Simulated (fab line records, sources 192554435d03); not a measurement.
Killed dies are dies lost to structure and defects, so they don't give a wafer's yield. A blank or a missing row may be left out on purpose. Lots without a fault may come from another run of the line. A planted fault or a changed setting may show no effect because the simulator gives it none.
A struck lot beside a sound one | flow n5_finfet | 17 steps out of a route of 1938
Sound: wafers L378.3, L378.4, L378.5. Struck: wafer L397.2. (L397.5, L397.6 of the same lot were not struck and are left out.) The cause comes at the end.
At each step with rows: each side's tool, then ch and its chambers, then its first start. Under that, the readings that differ: sound wafers | struck wafers | difference of the means | sigmas: that difference in standard deviations of wafers without a fault.
alike: readings whose means differ by less than 2 such deviations, and words and numbers that are the same on both sides. not compared: withheld readings, readings that some wafer has no value for, bounds like >300 that may hide the same value, and numbers for which the record gives no deviation and whose values overlap.
The two part at a step that has a row with sigmas, a row that says differs or no value, or rows on one side only. Numbers that don't overlap but have no deviation are shown without sigmas and don't part them. A reading that every wafer of one side lacks parts them only if that side has two wafers or more.

first, 8 steps without rows for these wafers: N5_MIM_BOT_LITHO_HMDS_01 (time 60 s); N5_MIM_BOT_LITHO_COAT_02; N5_MIM_BOT_LITHO_EBR_04; N5_MIM_BOT_LITHO_SOFTBAKE_03 (time 90 s); N5_MIM_BOT_LITHO_EXPOSE_05 (exposes mask MIM BOT); N5_MIM_BOT_LITHO_PEB_06; N5_MIM_BOT_LITHO_DEVELOP_07 (develop time 60 s); N5_MIM_BOT_LITHO_HARDBAKE_09 (time 120 s).
N5_MIM_BOT_LITHO_CD_MEAS_08: target cd 3000 nm.
  sound on cd_sem-02 ch 0, day 12 19:21; struck on cd_sem-02 ch 0, day 19 16:39
  alike: cd_nm
N5_MIM_BOT_LITHO_OVL_MEAS_11:
  sound on overlay-01 ch 0, day 12 19:22; struck on overlay-02 ch 0, day 19 16:41
  alike: MIM_BOT_OVL
N5_MIM_BOT_LITHO_INSPECT_12: inspects for defects (macro).
  sound on defect_inspect-01, day 12 19:24; struck on defect_inspect-01, day 19 16:42
  alike: raw_defect_count
N5_MIM_BOT_LITHO_DESCUM_10: chemistry O2, time 7.9 s.
  sound on rie_diel-01 ch 0,1, day 12 19:26; struck on rie_diel-03 ch 0, day 19 16:44
  alike: drypump_motor_current_A, oes_product_au, rf_vpp_V, showerhead_plenum_p_Torr, throttle_valve_pct
  not compared: rf_hours_counter_h
N5_MIM_BOT_ETCH_ETCH_04: etches SiNx in CF4/O2, target depth 26 nm, time 13 s.
  sound on rie_diel-01 ch 0,1, day 12 19:30; struck on rie_diel-03 ch 0, day 19 16:49
  reading                              | sound             | struck | difference | sigmas
  model.etch.depth_nm (nm)             | 26.69 25.08 26.77 | 40.09  | +13.91     |
  model.MIM_BOT_ETCH.cd_offset_nm (nm) | 0 0 0             | -0.6   | -0.6       |
  alike: O2_flow_sccm, drypump_motor_current_A, oes_product_au, rf_vpp_V, showerhead_plenum_p_Torr, throttle_valve_pct
  not compared: rf_hours_counter_h, model.coat_of_MIM_BOT_LITHO_COAT_02.thk_nm
N5_MIM_BOT_ETCH_ETCH_03: etches the open film in Cl2/BCl3, target depth 12 nm.
  sound on rie_metal-02 ch 0,1, day 12 19:37; struck on rie_metal-01 ch 0, day 19 16:54
  reading                | sound | struck | difference                   | sigmas
  rf_hours_counter_h (h) | - - - | 62     | no value on the sound wafers |
  alike: drypump_motor_current_A, oes_product_au, throttle_valve_pct
N5_MIM_BOT_ETCH_ETCH_00: etches TiN in Cl2/BCl3, target depth 45.5 nm.
  sound on rie_metal-02 ch 0,1, day 12 19:43; struck on rie_metal-01 ch 0, day 19 16:59
  reading                              | sound      | struck | difference                   | sigmas
  rf_hours_counter_h (h)               | - - -      | 62     | no value on the sound wafers |
  model.MIM_BOT_ETCH.cd_offset_nm (nm) | 0 0.6 -0.2 | -1     | -1                           |
  alike: drypump_motor_current_A, oes_product_au, throttle_valve_pct
  not compared: model.coat_of_MIM_BOT_LITHO_COAT_02.thk_nm
N5_MIM_BOT_ETCH_STRIP_01: strips in O2.
  sound on rie_diel-03 ch 1,2,3, day 12 19:49; struck on rie_diel-01 ch 1, day 19 17:08
  alike: drypump_motor_current_A, oes_product_au, rf_vpp_V, showerhead_plenum_p_Torr, throttle_valve_pct
  not compared: rf_hours_counter_h
then, 1 step without rows for these wafers: N5_PASSIVATION_PROBE_49.

WHERE THEY PART
First at N5_MIM_BOT_ETCH_ETCH_03; last, within this record, at N5_MIM_BOT_ETCH_ETCH_00. Later steps at which nothing parts them and some readings are alike: N5_MIM_BOT_ETCH_STRIP_01.

WHY: what the simulator had put in
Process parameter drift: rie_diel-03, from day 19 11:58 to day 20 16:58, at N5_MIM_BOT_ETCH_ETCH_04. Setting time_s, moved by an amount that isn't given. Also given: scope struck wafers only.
